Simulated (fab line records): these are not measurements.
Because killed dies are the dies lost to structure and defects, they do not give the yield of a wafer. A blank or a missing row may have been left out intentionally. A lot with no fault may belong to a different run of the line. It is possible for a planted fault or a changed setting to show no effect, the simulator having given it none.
A lot that was struck, set against a sound lot :: flow nand-harc :: 17 steps out of a route of 1302
Sound: these wafers, L755.2, L755.5, L755.6. Struck: wafers L757.2, L757.3, L757.6. At the end, the cause is stated.
For every step that has rows: the tool of each side, followed by ch and its chambers, followed by its first start. Under that, the readings that differ: sound wafers :: struck wafers :: difference of the means :: sigmas: that difference in standard deviations of wafers without a fault.
alike: words and numbers the same on both sides, and readings whose means are apart by under 2 such deviations; not compared: readings that were withheld, readings missing a value for some wafer, numbers with overlapping values and no deviation given by the record, and bounds like >300 which may hide the same value.
A row with sigmas, a row that says differs or no value, or rows on one side alone: a step with any of these is where the two part. Numbers that have no deviation but don't overlap get no sigmas and don't part them. Lack of a reading on every wafer of one side parts them only where that side has two or more wafers.

NHARC_P_ZERO_WELL_CD_MEAS_24: target cd 720 nm.
  sound on cd-sem-01 ch 0, day 2 18:28; struck on cd-sem-02 ch 0, day 3 14:41
  alike: cd-nm
then, 1 step without rows for these wafers: NHARC_P_ZERO_WELL_HARDBAKE_25 (time 80 s).
NHARC_P_ZERO_WELL_DESCUM_26: chemistry O2, time 3 s.
  sound on rie-diel-07 ch 1,2, day 2 18:37; struck on rie-diel-06 ch 1,2, day 3 14:52
  alike: chamber-pressure-mTorr, drypump-motor-current-A, oes-product-au, rf-vpp-V, showerhead-plenum-p-Torr, throttle-valve-pct
  not compared: rf-hours-counter-h
then, 9 steps without rows for these wafers: NHARC_P_ZERO_WELL_IMPLANT_27; NHARC_P_ZERO_WELL_IMPLANT_57; NHARC_P_ZERO_WELL_IMPLANT_58; NHARC_P_ZERO_WELL_STRIP_28 (strips in SPM, time 840 s); NHARC_P_ZERO_WELL_DEHYDRATE_29 (time 120 s); NHARC_P_ZERO_WELL_HMDS_30 (time 30 s); NHARC_P_ZERO_WELL_COAT_31; NHARC_P_ZERO_WELL_SOFTBAKE_32 (time 95 s); NHARC_P_ZERO_WELL_EBR_33.
NHARC_P_ZERO_WELL_EXPOSE_34: exposes mask P PWELL, target cd 720 nm.
  sound on krf-scanner-04 ch 0, day 2 19:49; struck on krf-scanner-04 ch 0, day 3 16:10
  alike: mask
then, 2 steps without rows for these wafers: NHARC_P_ZERO_WELL_PEB_35 (peb time 85 s); NHARC_P_ZERO_WELL_DEVELOP_36 (time 70 s).
NHARC_P_ZERO_WELL_CD_MEAS_37: target cd 720 nm.
  sound on cd-sem-01 ch 0, day 2 19:58; struck on cd-sem-01 ch 0, day 3 16:19
reading: cd-nm (nm)
sound: 718.5 716.5 716.3
struck: 760.7 743.1 767.8
difference: +40.1
sigmas: +22
then, 1 step without rows for these wafers: NHARC_P_ZERO_WELL_HARDBAKE_38 (time 80 s).

== WHERE THEY PART ==
Only at NHARC_P_ZERO_WELL_CD_MEAS_37, as far as this record shows.

WHY: whatever the simulator had introduced
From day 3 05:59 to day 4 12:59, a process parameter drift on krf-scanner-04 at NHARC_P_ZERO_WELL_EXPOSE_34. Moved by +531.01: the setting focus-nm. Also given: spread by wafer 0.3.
